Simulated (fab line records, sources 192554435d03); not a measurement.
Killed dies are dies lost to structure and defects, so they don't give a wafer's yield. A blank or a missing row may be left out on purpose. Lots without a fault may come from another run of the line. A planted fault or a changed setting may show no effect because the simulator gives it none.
Which tool did it? | flow n5_finfet | 9 lots, 27 wafers sampled, at 7 steps of a route of 1938

WHAT THE GAUGES READ, wafer by wafer
N5_BEOL_M2_CD_MEAS_11: target cd 16.79 nm. Usual: cd_nm 16.76 nm, standard deviation 0.25.
lot  | measured     | on        | cd_nm (nm)        | flag
L766 | day 6 20:41  | cd_sem-01 | 16.56 16.76 16.72 |
L769 | day 7 09:10  | cd_sem-02 | 16.76 16.70 16.60 |
L772 | day 8 14:14  | cd_sem-03 | 18.14 18.30 18.89 | OFF
L773 | day 8 14:25  | cd_sem-01 | 16.55 17.06 16.66 |
L774 | day 9 04:42  | cd_sem-03 | 18.54 18.22 18.35 | OFF
L777 | day 9 17:18  | cd_sem-01 | 16.86 16.16 16.71 |
L779 | day 9 23:51  | cd_sem-01 | 17.05 16.49 16.45 |
L781 | day 10 11:18 | cd_sem-03 | 16.51 16.65 17.09 |
L783 | day 10 21:36 | cd_sem-03 | 16.70 16.55 16.57 |

N5_BEOL_M2_INSPECT_13: inspects for defects (brightfield). Usual: raw_defect_count 430, standard deviation 110.
lot  | measured     | on                | raw_defect_count | flag
L766 | day 6 20:46  | defect_inspect-02 | 439 324 426      |
L769 | day 7 09:15  | defect_inspect-02 | 461 547 388      |
L772 | day 8 14:20  | defect_inspect-02 | 577 471 581      |
L773 | day 8 14:30  | defect_inspect-02 | 308 458 351      |
L774 | day 9 04:47  | defect_inspect-02 | 459 537 398      |
L777 | day 9 17:23  | defect_inspect-02 | 425 331 328      |
L779 | day 9 23:56  | defect_inspect-01 | 492 554 539      |
L781 | day 10 11:23 | defect_inspect-02 | 346 383 474      |
L783 | day 10 21:43 | defect_inspect-02 | 272 317 326      |

N5_BEOL_M2_CD_MEAS_18: pitch 36 nm, target cd 18 nm. Usual: cd_nm 17.89 nm, standard deviation 0.3.
lot  | measured     | on        | cd_nm (nm)        | flag
L766 | day 6 21:14  | cd_sem-02 | 17.67 17.96 17.89 |
L769 | day 7 09:43  | cd_sem-01 | 17.56 17.88 17.99 |
L772 | day 8 14:53  | cd_sem-01 | 19.55 19.80 19.82 | OFF
L773 | day 8 15:07  | cd_sem-01 | 18.12 17.63 17.59 |
L774 | day 9 05:16  | cd_sem-03 | 18.87 19.16 19.24 | OFF
L777 | day 9 18:04  | cd_sem-02 | 17.62 18.02 17.70 |
L779 | day 10 00:27 | cd_sem-03 | 17.95 17.76 18.21 |
L781 | day 10 12:10 | cd_sem-02 | 17.48 18.35 17.70 |
L783 | day 10 22:46 | cd_sem-02 | 17.64 18.03 17.47 |

N5_BEOL_M4_RC_MEAS_101. Usual: DIBL_N 35.9 mV/V, standard deviation 1.3; DIBL_P 35.9 mV/V, standard deviation 1.5; IOFF_N 0.152 nA/um, standard deviation 0.023; IOFF_P 0.204 nA/um, standard deviation 0.027; ION_N 673 uA/um, standard deviation 9.2; ION_P 462 uA/um, standard deviation 6.7; SS_N 71.4 mV/dec, standard deviation 0.48; SS_P 73.2 mV/dec, standard deviation 0.55; VT_N 250.3 mV, standard deviation 2.6; VT_P -250.6 mV, standard deviation 3.
lot  | measured     | on        | DIBL_N (mV/V)  | DIBL_P (mV/V)  | IOFF_N (nA/um)    | IOFF_P (nA/um)    | ION_N (uA/um) | ION_P (uA/um) | SS_N (mV/dec)  | SS_P (mV/dec)  | VT_N (mV)         | VT_P (mV)            | flag
L766 | day 8 18:44  | prober-01 | 35.9 35.3 34.9 | 36.2 35.8 36.1 | 0.177 0.163 0.159 | 0.208 0.198 0.204 | 682 679 676   | 458 459 464   | 71.3 71.8 70.8 | 73.9 73.7 73.1 | 246.9 248.9 248.7 | -250.4 -251.5 -252.7 |
L769 | day 9 21:12  | prober-01 | 36.6 35.3 37.3 | 36.6 34.7 38.1 | 0.135 0.122 0.162 | 0.175 0.159 0.214 | 670 676 685   | 456 453 469   | 71.2 70.6 71.8 | 72.8 72.6 73.6 | 253.0 253.1 251.9 | -253.4 -254.0 -250.3 |
L773 | day 10 22:23 | prober-01 | 36.2 37.4 36.8 | 35.5 37.4 36.7 | 0.162 0.183 0.175 | 0.209 0.233 0.224 | 687 680 690   | 467 468 469   | 71.6 71.8 70.5 | 73.1 74.2 73.0 | 246.1 245.8 247.4 | -248.9 -249.6 -248.3 |
L777 | day 11 09:10 | prober-01 | 34.3 35.1 34.8 | 33.5 33.7 34.6 | 0.154 0.163 0.161 | 0.211 0.210 0.225 | 683 681 679   | 472 463 470   | 71.5 71.7 71.2 | 72.7 73.3 74.5 | 248.0 248.1 249.0 | -249.9 -249.2 -248.3 |
L779 | day 12 07:56 | prober-01 | 33.9 34.1 33.2 | 35.3 36.2 34.6 | 0.152 0.156 0.136 | 0.208 0.231 0.201 | 688 682 681   | 474 474 471   | 71.3 71.0 70.4 | 72.8 73.3 72.7 | 248.7 250.0 250.0 | -248.8 -245.6 -249.4 |
L781 | day 12 12:38 | prober-02 | 33.7 37.4 35.2 | 32.6 37.8 34.0 | 0.112 0.179 0.140 | 0.168 0.235 0.181 | 658 677 664   | 463 469 458   | 71.3 71.4 71.7 | 72.2 74.2 72.9 | 254.1 249.8 250.1 | -251.2 -248.6 -250.5 |
L783 | day 13 14:14 | prober-02 | 34.5 33.8 35.7 | 36.0 35.6 37.6 | 0.143 0.137 0.164 | 0.198 0.187 0.223 | 681 665 681   | 470 466 467   | 71.5 71.2 71.5 | 73.3 73.1 73.5 | 252.2 253.1 249.4 | -248.9 -253.0 -251.9 |

WHICH TOOL RAN EACH LOT (tool, then ch and the chambers of the sampled wafers, then the start)
lot  | N5_BEOL_M1_ANNEAL_51             | N5_BEOL_M2_EXPOSE_08              | N5_BEOL_M2_ETCH_64
L766 | rtp_anneal-02 ch 0, day 6 18:22  | euv_scanner-01 ch 0, day 6 20:32  | rie_diel-04 ch 0,1,3, day 6 20:53
L769 | rtp_anneal-01 ch 0, day 7 06:41  | euv_scanner-01 ch 0, day 7 09:02  | rie_diel-02 ch 1,2, day 7 09:22
L772 | rtp_anneal-01 ch 0, day 8 11:41  | euv_scanner-01 ch 0, day 8 14:07  | rie_diel-05 ch 1,2, day 8 14:27
L773 | rtp_anneal-02 ch 0, day 8 11:56  | euv_scanner-02 ch 0, day 8 14:17  | rie_diel-04 ch 2,3, day 8 14:41
L774 | rtp_anneal-02 ch 0, day 9 02:54  | euv_scanner-01 ch 0, day 9 04:34  | rie_diel-04 ch 0,2,3, day 9 04:54
L777 | rtp_anneal-01 ch 0, day 9 14:56  | euv_scanner-02 ch 0, day 9 17:10  | rie_diel-05 ch 0,1,2, day 9 17:42
L779 | rtp_anneal-02 ch 0, day 9 21:39  | euv_scanner-02 ch 0, day 9 23:43  | rie_diel-05 ch 1,3, day 10 00:05
L781 | rtp_anneal-02 ch 0, day 10 09:09 | euv_scanner-02 ch 0, day 10 11:10 | rie_diel-02 ch 2,3, day 10 11:48
L783 | rtp_anneal-02 ch 0, day 10 18:14 | euv_scanner-02 ch 0, day 10 21:28 | rie_diel-04 ch 0,1,3, day 10 22:11
- N5_BEOL_M1_ANNEAL_51: time 90 s.
- N5_BEOL_M2_EXPOSE_08: exposes mask M2.
- N5_BEOL_M2_ETCH_64: etches SOC in N2/H2, target depth 75 nm, overetch 22.5 nm, time 121.9 s.

WHAT THE TOOLS THEMSELVES READ (means of the sampled wafers that have a number; where no wafer has one, the mark that the record gives instead)
N5_BEOL_M1_ANNEAL_51. Usual: wafer_temp_C_max 226.4, standard deviation 0.42.
lot  | tool          | wafer_temp_C_max | flag
L766 | rtp_anneal-02 | 226.7            |
L769 | rtp_anneal-01 | 226.1            |
L772 | rtp_anneal-01 | 226.1            |
L773 | rtp_anneal-02 | 226.9            |
L774 | rtp_anneal-02 | 226.7            |
L777 | rtp_anneal-01 | 226.0            |
L779 | rtp_anneal-02 | 226.6            |
L781 | rtp_anneal-02 | 227.0            |
L783 | rtp_anneal-02 | 226.6            |

N5_BEOL_M2_EXPOSE_08. Usual: exposure_dose_mJ_cm2 41.17, standard deviation 0.054.
lot  | tool           | exposure_dose_mJ_cm2 | flag
L766 | euv_scanner-01 | 41.16                |
L769 | euv_scanner-01 | 41.10                |
L772 | euv_scanner-01 | 44.99                | OFF
L773 | euv_scanner-02 | 41.22                |
L774 | euv_scanner-01 | 44.21                | OFF
L777 | euv_scanner-02 | 41.22                |
L779 | euv_scanner-02 | 41.23                |
L781 | euv_scanner-02 | 41.19                |
L783 | euv_scanner-02 | 41.21                |

N5_BEOL_M2_ETCH_64. Usual: bias_w 150.0 W, standard deviation 0.45; chamber_pressure_mTorr 30.001 mTorr, standard deviation 0.025; drypump_motor_current_A 5.9 A, standard deviation 0.37; oes_product_au 0.61 a.u., standard deviation 0.064; rf_vpp_V 525 V, standard deviation 3.6; showerhead_plenum_p_Torr 2.57 Torr, standard deviation 0.13; throttle_valve_pct 17.77 %, standard deviation 0.18.
lot  | tool        | bias_w (W) | chamber_pressure_mTorr (mTorr) | drypump_motor_current_A (A) | oes_product_au (a.u.) | rf_vpp_V (V) | showerhead_plenum_p_Torr (Torr) | throttle_valve_pct (%) | flag
L766 | rie_diel-04 | 150.5      | 30.000                         | 6.2                         | 0.60                  | 524          | 2.55                            | 17.65                  |
L769 | rie_diel-02 | 149.7      | 30.005                         | 6.1                         | 0.55                  | 525          | 2.57                            | 17.95                  |
L772 | rie_diel-05 | 150.2      | 29.998                         | 5.7                         | 0.65                  | 525          | 2.59                            | 17.74                  |
L773 | rie_diel-04 | 150.5      | 30.005                         | 6.0                         | 0.59                  | 523          | 2.51                            | 17.83                  |
L774 | rie_diel-04 | 149.8      | 29.985                         | 6.2                         | 0.62                  | 524          | 2.56                            | 17.76                  |
L777 | rie_diel-05 | 149.7      | 29.976                         | 5.6                         | 0.61                  | 524          | 2.56                            | 17.76                  |
L779 | rie_diel-05 | 150.0      | 30.018                         | 5.7                         | 0.55                  | 520          | 2.43                            | 18.05                  |
L781 | rie_diel-02 | 150.3      | 29.993                         | 6.1                         | 0.62                  | 524          | 2.59                            | 17.73                  |
L783 | rie_diel-04 | 149.7      | 30.002                         | 6.2                         | 0.58                  | 524          | 2.53                            | 17.70                  |

THE ANSWER, worked out from the rows above alone
Rule: a lot is off if the mean of its wafers that have a number lies more than 3 standard deviations from the usual mean. A lot without any number at a reading at which 4 lots or more have one is off too. The other lots that the step has rows for count as sound. The gauges are gone through in route order, then the tools' own readings, and for those a lot's mean is taken as printed above. The first step at which some lot is off is used, and at that step the reading that is off furthest; a lot without a number counts as furthest.
Off: L772, L774, at N5_BEOL_M2_CD_MEAS_11 (cd_nm).
A tool fits if, at a process step before that reading, it ran every lot that is off, and no sound lot after the first of them. The gauges at N5_BEOL_M2_CD_MEAS_11 aren't tried: what is off there is off at N5_BEOL_M2_EXPOSE_08 too, on other tools, and a gauge's error can't cause that. One fits: euv_scanner-01 at N5_BEOL_M2_EXPOSE_08. Its last sound lot is L769 (day 7 09:02), its first lot that is off L772 (day 8 14:07): a fault that began between those two fits.
The tool's own readings at N5_BEOL_M2_EXPOSE_08 bear it out: on the lots that are off they differ by more than 5 times the standard deviation of the sound lots' means. exposure_dose_mJ_cm2 reads 44.60 there against 41.19 on the sound lots.

WHAT THE SIMULATOR HAD PUT IN
Process parameter drift: euv_scanner-01, from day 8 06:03 on, at N5_BEOL_M2_EXPOSE_08. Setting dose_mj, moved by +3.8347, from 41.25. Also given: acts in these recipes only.
Lots struck among those shown: L772, L774. The rule above found the same.
